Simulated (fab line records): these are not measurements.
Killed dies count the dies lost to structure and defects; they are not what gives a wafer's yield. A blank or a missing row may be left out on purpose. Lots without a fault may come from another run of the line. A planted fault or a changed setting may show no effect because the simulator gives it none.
Chamber matching | flow n5-finfet | N5_FIN_SAQP_ETCH_65 on rie-si-03: 4 sister chambers
The step etches SiO2 in CF4, target depth 4 nm, time 4.4 s. 4 wafers are shown with their chamber, then 7 later ones without.

WAFERS, EACH WITH ITS CHAMBER
wafer  | chamber | throttle-valve-pct (%)
L082.6 | 3       | 22.06
L083.1 | 2       | 21.63
L083.4 | 0       | 21.61
L085.1 | 1       | 21.87

WAFERS WHOSE CHAMBER IS MISSING
wafer  | throttle-valve-pct (%)
L085.3 | 22.06
L086.3 | 21.62
L086.4 | 21.62
L086.5 | 21.87
L087.1 | 21.64
L087.4 | 22.05
L087.5 | 21.62

CHAMBER TAKEN BY EACH
wafer  | from the rows above     | in truth
L085.3 | 3                       | 3
L086.3 | can't be placed: 2 or 0 | 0
L086.4 | can't be placed: 2 or 0 | 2
L086.5 | 1                       | 1
L087.1 | 2                       | 2
L087.4 | 3                       | 3
L087.5 | can't be placed: 2 or 0 | 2
Correct placement for 4 of the 7. Cannot be placed on the basis of these rows: 3; the candidates contain the true chamber in 3. Placed wrongly: 0.
How it was worked out, from the rows above alone: a wafer's distance from a chamber is the root of the sum, over the readings, of the square of ((its reading less the chamber's mean) divided by the reading's scatter). The wafer belongs to the nearest chamber; if the next one is less than 2 further off, it can't be placed. For every chamber, the mean is computed from those of its wafers that are shown. The scatter: root of mean squared gap, hidden wafer to nearest shown wafer, with one shown wafer a chamber.
